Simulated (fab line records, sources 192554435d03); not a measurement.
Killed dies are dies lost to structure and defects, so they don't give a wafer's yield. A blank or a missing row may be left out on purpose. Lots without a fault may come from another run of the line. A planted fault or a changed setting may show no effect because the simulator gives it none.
Chamber matching | flow n5_finfet | N5_BEOL_M15_ETCH_59 on rie_diel-05: 4 sister chambers
The step etches BARC in N2/H2, target depth 89 nm, overetch 26.7 nm, time 67.9 s. 4 wafers are shown with their chamber, then 9 later ones without.

WAFERS WITH THEIR CHAMBER
wafer  | chamber | showerhead_plenum_p_Torr (Torr)
L085.6 | 0       | 2.42
L088.1 | 3       | 2.62
L088.3 | 2       | 2.59
L088.4 | 1       | 2.72

WAFERS WITHOUT THEIR CHAMBER
wafer  | showerhead_plenum_p_Torr (Torr)
L091.2 | 2.58
L091.3 | 2.71
L091.6 | 2.58
L092.2 | 2.58
L092.3 | 2.41
L092.4 | 2.41
L097.1 | 2.41
L097.3 | 2.61
L097.5 | 2.71

WHICH CHAMBER EACH WENT THROUGH
wafer  | from the rows above     | in truth
L091.2 | 2                       | 2
L091.3 | 1                       | 1
L091.6 | 2                       | 2
L092.2 | 2                       | 2
L092.3 | 0                       | 0
L092.4 | 0                       | 0
L097.1 | 0                       | 0
L097.3 | can't be placed: 3 or 2 | 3
L097.5 | 1                       | 1
Placed correctly: 8 of 9. Can't be placed from these rows: 1 (the true chamber is among the candidates in 1). Placed wrongly: 0.
How it was worked out, from the rows above alone: a wafer's distance from a chamber is the root of the sum, over the readings, of the square of ((its reading less the chamber's mean) divided by the reading's scatter). The wafer belongs to the nearest chamber; if the next one is less than 2 further off, it can't be placed. A chamber's mean is the mean of its shown wafers. The scatter: with one shown wafer a chamber, the root of the mean of the squares of how far each hidden wafer lies from its nearest shown one.
